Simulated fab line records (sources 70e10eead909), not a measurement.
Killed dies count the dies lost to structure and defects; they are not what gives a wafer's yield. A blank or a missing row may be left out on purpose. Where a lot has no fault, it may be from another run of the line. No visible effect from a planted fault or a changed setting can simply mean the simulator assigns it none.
Chamber matching -- flow nand harc -- NHARC_THIN_TSV_CMP_21 on cmp-04: 3 sister chambers
The step polishes, t overpolish 30 s, target thk 2000 nm. 14 wafers are shown with their chamber, then 6 later ones without.

== WAFERS PAIRED WITH THEIR CHAMBERS ==
wafer,chamber,motor current A (A),overpolish run s (s)
L675.2,1,10.7,30.008
L675.5,2,11.3,29.983
L675.6,1,10.5,29.996
L671.4,0,11.4,30.002
L671.5,2,11.8,30.000
L671.6,1,11.0,29.988
L672.3,1,11.4,30.009
L672.5,1,11.2,30.002
L672.6,2,11.3,29.985
L680.2,0,11.5,29.993
L680.4,2,11.1,29.987
L680.5,0,11.4,30.010
L685.4,0,11.7,29.997
L685.5,0,11.2,30.021

SIGNATURES, as means of the wafers listed above
reading,chamber 0,chamber 1,chamber 2,scatter within a chamber
motor current A,11.440,10.960,11.375,0.291
overpolish run s,30.00460,30.00060,29.98875,0.00944
Rule: for a wafer and a chamber, the distance is found by dividing, reading by reading, the gap between the wafer's reading and the chamber's mean by the reading's scatter, squaring, summing and taking the root. The wafer belongs to the nearest chamber; if the next one is less than 2 further off, it can't be placed. The scatter is the square root of a quotient: the sum, over the shown wafers, of each reading's squared deviation from its chamber's mean, divided by wafers minus chambers.

== WAFERS WHOSE CHAMBER IS MISSING ==
wafer,motor current A (A),overpolish run s (s)
L685.6,10.7,29.985
L686.1,11.3,30.005
L686.3,11.6,29.999
L686.6,10.7,30.003
L693.2,11.6,29.991
L693.3,11.2,30.004

== EACH ONE'S CHAMBER ==
wafer,from the rows above,in truth
L685.6,can't be placed: 1 or 2 or 0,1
L686.1,can't be placed: 0 or 1 or 2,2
L686.3,can't be placed: 0 or 2 or 1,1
L686.6,can't be placed: 1 or 0 or 2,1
L693.2,can't be placed: 2 or 0 or 1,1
L693.3,can't be placed: 0 or 1 or 2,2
0 of 6 placed correctly. Not placeable from these rows: 6 (in 6, the candidates include the true chamber). 0 placed wrongly.
